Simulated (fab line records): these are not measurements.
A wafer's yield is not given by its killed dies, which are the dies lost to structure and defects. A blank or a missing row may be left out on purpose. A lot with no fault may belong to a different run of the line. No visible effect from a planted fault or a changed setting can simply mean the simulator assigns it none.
Matching of chambers ; flow nandHarc ; NHARC_P_M2_STRIP_18 on rieDiel-10: 4 sister chambers
The step strips in N2/H2. 14 wafers are shown with their chamber, then 7 later ones without.

## WAFERS PAIRED WITH THEIR CHAMBERS
wafer;chamber;showerheadPlenumPTorr (Torr);drypumpMotorCurrentA (A);throttleValvePct (%)
L074.1;0;2.07;5.5;14.167
L074.3;1;1.98;6.0;14.184
L074.5;1;1.98;6.0;14.182
L075.1;2;2.18;6.1;14.183
L075.2;0;2.07;5.5;14.164
L075.4;1;1.98;6.0;14.179
L076.1;2;2.18;6.1;14.172
L076.4;1;1.97;6.1;14.159
L076.5;3;2.10;5.6;14.160
L079.1;3;2.10;5.6;14.167
L079.2;2;2.18;6.2;14.162
L079.6;1;1.97;6.0;14.180
L087.1;2;2.18;6.1;14.162
L087.5;0;2.07;5.5;14.165

SIGNATURES, as means of the wafers listed above
reading;chamber 0;chamber 1;chamber 2;chamber 3;scatter within a chamber
showerheadPlenumPTorr;2.0700;1.9760;2.1800;2.1000;0.00346
drypumpMotorCurrentA;5.500;6.020;6.125;5.600;0.0394
throttleValvePct;14.16533;14.17680;14.16975;14.16350;0.00861
Rule: a wafer lies at a distance from a chamber equal to the root of the sum of squares, over the readings, of (its reading less the chamber's mean, divided by the reading's scatter). The wafer belongs to the nearest chamber; if the next one is less than 2 further off, it can't be placed. The scatter: the root of (the sum of the squares of (reading less its chamber's mean) over the shown wafers, divided by (wafers less chambers)).

## WAFERS WITHOUT THEIR CHAMBER
wafer;showerheadPlenumPTorr (Torr);drypumpMotorCurrentA (A);throttleValvePct (%)
L087.6;1.97;6.1;14.169
L094.2;2.07;5.5;14.180
L094.3;2.18;6.1;14.153
L094.4;1.97;6.1;14.175
L096.1;2.07;5.5;14.165
L096.2;1.97;6.1;14.175
L096.5;2.07;5.5;14.159

## CHAMBER TAKEN BY EACH
wafer;from the rows above;in truth
L087.6;1;1
L094.2;0;0
L094.3;2;2
L094.4;1;1
L096.1;0;0
L096.2;1;1
L096.5;0;0
Correct placement for 7 of the 7. From these rows, 0 cannot be placed. 0 placed wrongly.
